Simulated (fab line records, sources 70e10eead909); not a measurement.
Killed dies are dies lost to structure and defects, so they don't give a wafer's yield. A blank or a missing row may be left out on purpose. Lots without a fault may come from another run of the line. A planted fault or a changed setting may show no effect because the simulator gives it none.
A struck lot beside a sound one | flow nand_harc | 45 steps out of a route of 1159
Sound: wafers L925.1, L925.4, L925.6. Struck: wafer L940.5. The cause comes at the end.
At each step with rows: each side's tool, then ch and its chambers, then its first start. Under that, the readings that differ: sound wafers | struck wafers | difference of the means | sigmas: that difference in standard deviations of wafers without a fault.
alike: readings whose means differ by less than 2 such deviations, and words and numbers that are the same on both sides. not compared: withheld readings, readings that some wafer has no value for, bounds like >300 that may hide the same value, and numbers for which the record gives no deviation and whose values overlap.
The two part at a step that has a row with sigmas, a row that says differs or no value, or rows on one side only. Numbers that don't overlap but have no deviation are shown without sigmas and don't part them. A reading that every wafer of one side lacks parts them only if that side has two wafers or more.

first, 2 steps without rows for these wafers: NHARC_P_GATE_ETCH_114 (etches the open film in CF4/O2, target depth 30 nm, overetch 3 nm, time 16.5 s); NHARC_P_GATE_ETCH_32 (etches the open film in HBr/Cl2, target depth 150 nm, time 100.1 s).
NHARC_P_GATE_STRIP_108: strips in O2.
  sound on rie_diel-12 ch 0,1,3, day 4 16:37; struck on rie_diel-11 ch 3, day 8 15:26
  reading                     | sound       | struck | difference | sigmas
  drypump_motor_current_A (A) | 5.9 5.6 6.1 | 6.7    | +0.8       | +2
  alike: oes_product_au, rf_vpp_V, showerhead_plenum_p_Torr, throttle_valve_pct
  not compared: rf_hours_counter_h
NHARC_P_GATE_CD_MEAS_33:
  sound on cd_sem-03, day 4 16:47; struck on cd_sem-03, day 8 15:33
  alike: cd_nm
then, 4 steps without rows for these wafers: NHARC_P_GATE_STRIP_35 (strips in SPM, time 600 s); NHARC_P_GATE_PRECLEAN_73 (cleans in SC1); NHARC_P_GATE_SRD_74; NHARC_P_GATE_ALD_36 (deposits SiNx, target thk 20 nm, pulse time 60 s, ald cycles 223).
NHARC_P_GATE_ETCHBACK_37: etches the open film in CHF3/O2, target depth 34.5 nm, time 17.2 s.
  sound on rie_diel-03 ch 2,3; struck on rie_diel-03 ch 1
  reading               | sound             | struck | difference | sigmas
  oes_product_au (a.u.) | 0.90 0.90 0.91    | 1.00   | +0.10      | +3
  rf_vpp_V (V)          | 369.0 374.3 373.2 | 365.6  | -6.6       | -2
  alike: bias_w, drypump_motor_current_A, showerhead_plenum_p_Torr, throttle_valve_pct
  not compared: rf_hours_counter_h
then, 3 steps without rows for these wafers: NHARC_P_GATE_STRIP_101 (strips in O2, time 20 s); NHARC_P_GATE_PRECLEAN_97 (cleans in SPM, time 600 s); NHARC_P_GATE_SRD_98.
NHARC_P_GATE_PRECLEAN_99: cleans in SC1.
  sound on wet_bench-01 ch 1,2,5, day 5 05:07; struck on wet_bench-07 ch 1, day 9 01:45
then, 9 steps without rows for these wafers: NHARC_P_GATE_SRD_100; NHARC_P_GATE_DEHYDRATE_38 (time 120 s); NHARC_P_GATE_HMDS_39 (time 30 s); NHARC_P_GATE_COAT_40; NHARC_P_GATE_SOFTBAKE_41 (time 95 s); NHARC_P_GATE_EBR_42; NHARC_P_GATE_EXPOSE_43 (exposes mask P NSD, target cd 720 nm); NHARC_P_GATE_PEB_44 (peb time 85 s); NHARC_P_GATE_DEVELOP_45 (time 70 s).
NHARC_P_GATE_CD_MEAS_46: target cd 720 nm.
  sound on cd_sem-01 ch 0, day 5 05:53; struck on cd_sem-01 ch 0, day 9 02:31
  alike: cd_nm
then, 1 step without rows for these wafers: NHARC_P_GATE_HARDBAKE_47 (time 80 s).
NHARC_P_GATE_DESCUM_48: chemistry O2, time 3 s.
  sound on rie_diel-12 ch 0,1,2, day 5 06:02; struck on rie_diel-12 ch 3, day 9 02:43
  alike: drypump_motor_current_A, oes_product_au, rf_vpp_V, showerhead_plenum_p_Torr, throttle_valve_pct
  not compared: rf_hours_counter_h
then, 2 steps without rows for these wafers: NHARC_P_GATE_IMPLANT_49; NHARC_P_GATE_STRIP_111 (strips in N2/H2, time 250 s).
NHARC_P_GATE_STRIP_75: strips in O2.
  sound on plasma_asher-02 ch 1, day 5 07:34; struck on plasma_asher-02 ch 0, day 9 03:31
  alike: drypump_motor_current_A, heater_power_w
  not compared: rf_hours_counter_h
then, 9 steps without rows for these wafers: NHARC_P_GATE_STRIP_50 (strips in SPM, time 900 s); NHARC_P_GATE_DEHYDRATE_51 (time 120 s); NHARC_P_GATE_HMDS_52 (time 30 s); NHARC_P_GATE_COAT_53; NHARC_P_GATE_SOFTBAKE_54 (time 95 s); NHARC_P_GATE_EBR_55; NHARC_P_GATE_EXPOSE_56 (exposes mask P PSD, target cd 720 nm); NHARC_P_GATE_PEB_57 (peb time 85 s); NHARC_P_GATE_DEVELOP_58 (time 70 s).
NHARC_P_GATE_CD_MEAS_59: target cd 720 nm.
  sound on cd_sem-01 ch 0, day 5 08:22; struck on cd_sem-02 ch 0, day 9 04:24
  reading    | sound             | struck | difference | sigmas
  cd_nm (nm) | 721.9 722.0 721.9 | 715.5  | -6.4       | -2
then, 3 steps without rows for these wafers: NHARC_P_GATE_HARDBAKE_60 (time 80 s); NHARC_P_GATE_DESCUM_61 (chemistry O2, time 3 s); NHARC_P_GATE_IMPLANT_62.
NHARC_P_GATE_STRIP_112: strips in N2/H2, time 200 s.
  sound on plasma_asher-02 ch 0,1, day 5 09:52; struck on plasma_asher-02 ch 0, day 9 05:10
  alike: drypump_motor_current_A, heater_power_w
  not compared: rf_hours_counter_h
NHARC_P_GATE_INSPECT_68:
  sound on defect_inspect-02, day 5 14:11; struck on defect_inspect-01, day 9 09:34
  reading          | sound       | struck | difference | sigmas
  raw_defect_count | 174 150 207 | 526    | +349       | +5
  not compared: hold
NHARC_P_CONTACT_DEP_30: deposits SiNx, target thk 30 nm.
  sound on pecvd-02 ch 0,1,2, day 5 14:16; struck on pecvd-01 ch 2, day 9 17:01
  reading            | sound       | struck                   | difference                   | sigmas
  hold               | - - -       | await_dispo/7.2h/release | no value on the sound wafers |
  heater_power_w (W) | 724 897 740 | 586                      | -201                         | -2
-- the record jumps here: 14 days lie between the struck wafers' starts before and after (it left off in module P_CONTACT and takes up again in module END, whose first step shown is number 1159 of the route) --
NHARC_END_SORT_01:
  the record has rows for the struck wafers here (prober-01 ch 0, day 23 07:32) and none for the sound ones

WHERE THEY PART
First at NHARC_P_GATE_STRIP_108; last, within this record, at NHARC_END_SORT_01.

WHY: what the simulator had put in
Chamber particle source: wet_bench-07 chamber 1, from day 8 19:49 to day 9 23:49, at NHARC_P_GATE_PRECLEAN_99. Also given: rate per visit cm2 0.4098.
